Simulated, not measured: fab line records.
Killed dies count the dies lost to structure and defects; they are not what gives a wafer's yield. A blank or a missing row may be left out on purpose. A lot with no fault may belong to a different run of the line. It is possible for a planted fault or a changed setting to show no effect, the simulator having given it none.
Struck lot and sound lot, side by side    flow nand-harc    40 steps out of a route of 1302
Sound: wafers L577.3, L577.4, L577.5. Struck: wafers L587.1, L587.2, L587.4. The cause is given at the end.
Each step with rows lists, per side, the tool, then ch with its chambers, then its first start. Under that, the readings that differ: sound wafers    struck wafers    difference of the means    sigmas: that difference in standard deviations of wafers without a fault.
alike: readings with means less than 2 such deviations apart, plus words and numbers identical on both sides. not compared: withheld readings, readings lacking a value on some wafer, bounds such as >300 that could conceal the same value, and numbers that have no deviation in the record and whose values overlap.
The two part at a step that has a row with sigmas, a row that says differs or no value, or rows on one side only. When numbers do not overlap yet have no deviation, they are printed without sigmas and do not part them. Lack of a reading on every wafer of one side parts them only where that side has two or more wafers.

first, 11 steps without rows for these wafers: NHARC_A_STAIRCASE_DEP_259 (deposits SiON, target thk 30 nm); NHARC_A_STAIRCASE_DEHYDRATE_260 (time 120 s); NHARC_A_STAIRCASE_HMDS_261 (time 30 s); NHARC_A_STAIRCASE_COAT_262; NHARC_A_STAIRCASE_SOFTBAKE_263 (time 170 s); NHARC_A_STAIRCASE_EBR_264; NHARC_A_STAIRCASE_EXPOSE_265 (exposes mask CHOP 200); NHARC_A_STAIRCASE_PEB_266 (peb time 130 s); NHARC_A_STAIRCASE_DEVELOP_267 (time 140 s); NHARC_A_STAIRCASE_HARDBAKE_269 (time 140 s); NHARC_A_STAIRCASE_DESCUM_270 (chemistry O2, time 3 s).
NHARC_A_STAIRCASE_ETCH_271: etches the open film in CF4/CHF3.
  sound on rie-diel-11 ch 0,2, day 16 13:08; struck on rie-diel-11 ch 1,2,3, day 20 14:55
reading                sound              struck             difference  sigmas
oes-product-au (a.u.)  0.991 0.996 0.966  0.928 0.917 0.899  -0.070      -3
  alike: drypump-motor-current-A, rf-vpp-V, showerhead-plenum-p-Torr, throttle-valve-pct
  not compared: rf-hours-counter-h
then, 8 steps without rows for these wafers: NHARC_A_STAIRCASE_HM_OPEN_457 (chemistry O2/COS); NHARC_A_STAIRCASE_STRIP_458 (strips in O2/COS); NHARC_A_STAIRCASE_ETCH_451 (etches the open film in CF4/O2, target depth 30 nm, overetch 3 nm, time 16.5 s); NHARC_A_STAIRCASE_ETCH_273 (etches the open film in C4F8/O2/Ar, target depth 10200 nm, time 2468.6 s); NHARC_A_STAIRCASE_STRIP_274 (strips in O2); NHARC_A_STAIRCASE_STRIP_275 (strips in SPM, time 900 s); NHARC_A_STAIRCASE_PRECLEAN_276 (cleans in SC1); NHARC_A_STAIRCASE_SRD_277.
NHARC_A_STAIRCASE_HM_DEP_459: deposits aC, target thk 1500 nm.
  sound on acl-dep-03 ch 0, day 16 20:09; struck on acl-dep-02 ch 0, day 20 21:35
  alike: throttle-valve-pct
then, 10 steps without rows for these wafers: NHARC_A_STAIRCASE_DEP_280 (deposits SiON, target thk 30 nm); NHARC_A_STAIRCASE_DEHYDRATE_281 (time 120 s); NHARC_A_STAIRCASE_HMDS_282 (time 30 s); NHARC_A_STAIRCASE_COAT_283; NHARC_A_STAIRCASE_SOFTBAKE_284 (time 170 s); NHARC_A_STAIRCASE_EBR_285; NHARC_A_STAIRCASE_EXPOSE_286 (exposes mask CHOP 100); NHARC_A_STAIRCASE_PEB_287 (peb time 130 s); NHARC_A_STAIRCASE_DEVELOP_288 (time 140 s); NHARC_A_STAIRCASE_HARDBAKE_290 (time 140 s).
NHARC_A_STAIRCASE_DESCUM_291: chemistry O2, time 3 s.
  sound on rie-diel-11 ch 0,2, day 16 22:23; struck on rie-diel-13 ch 0,1,2, day 21 00:29
  alike: drypump-motor-current-A, oes-product-au, rf-vpp-V, showerhead-plenum-p-Torr, throttle-valve-pct
  not compared: rf-hours-counter-h
then, 1 step without rows for these wafers: NHARC_A_STAIRCASE_ETCH_292 (etches the open film in CF4/CHF3).
NHARC_A_STAIRCASE_HM_OPEN_460: chemistry O2/COS.
  sound on rie-diel-11 ch 0,1,2; struck on rie-diel-13 ch 0,1,3
  alike: drypump-motor-current-A, oes-product-au, rf-vpp-V, showerhead-plenum-p-Torr, throttle-valve-pct
  not compared: rf-hours-counter-h
then, 2 steps without rows for these wafers: NHARC_A_STAIRCASE_STRIP_461 (strips in O2/COS); NHARC_A_STAIRCASE_ETCH_452 (etches the open film in CF4/O2, target depth 30 nm, overetch 3 nm, time 16.5 s).
NHARC_A_STAIRCASE_ETCH_294: etches the open film in C4F8/O2/Ar, target depth 4989 nm, time 1211.6 s.
  sound on rie-diel-11 ch 1,2,3; struck on rie-diel-13 ch 0,1,2
  alike: oes-product-au, rf-vpp-V
  not compared: rf-hours-counter-h
NHARC_A_STAIRCASE_STRIP_295: strips in O2.
  sound on rie-diel-11 ch 0,1; struck on rie-diel-13 ch 1,2,3
  alike: drypump-motor-current-A, oes-product-au, rf-vpp-V, showerhead-plenum-p-Torr, throttle-valve-pct
  not compared: rf-hours-counter-h
then, 1 step without rows for these wafers: NHARC_A_STAIRCASE_STRIP_296 (strips in SPM, time 900 s).
-- break in the record here, with 7 days between the starts of the struck wafers on either side (left off in module A_STAIRCASE, picked up again in module END, where the first step shown is number 1302 on the route) --
NHARC_END_SORT_01:
  sound on prober-01 ch 0, day 25 01:17; struck on prober-02 ch 0, day 28 06:35
reading          sound     struck      difference  sigmas
killed-at-array  65 55 65  116 118 86  +45         +2
killed-dies      72 62 71  121 127 96  +46         +2
  alike: killed-at-other, killed-at-periphery, killed-open, killed-short

WHERE THEY PART
At NHARC_A_STAIRCASE_ETCH_271 first; at NHARC_END_SORT_01 last (within this record only).

WHY: what had been put in by the simulator
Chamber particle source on rie-diel-11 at NHARC_A_STAIRCASE_ETCH_271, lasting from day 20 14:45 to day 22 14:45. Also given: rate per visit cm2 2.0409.
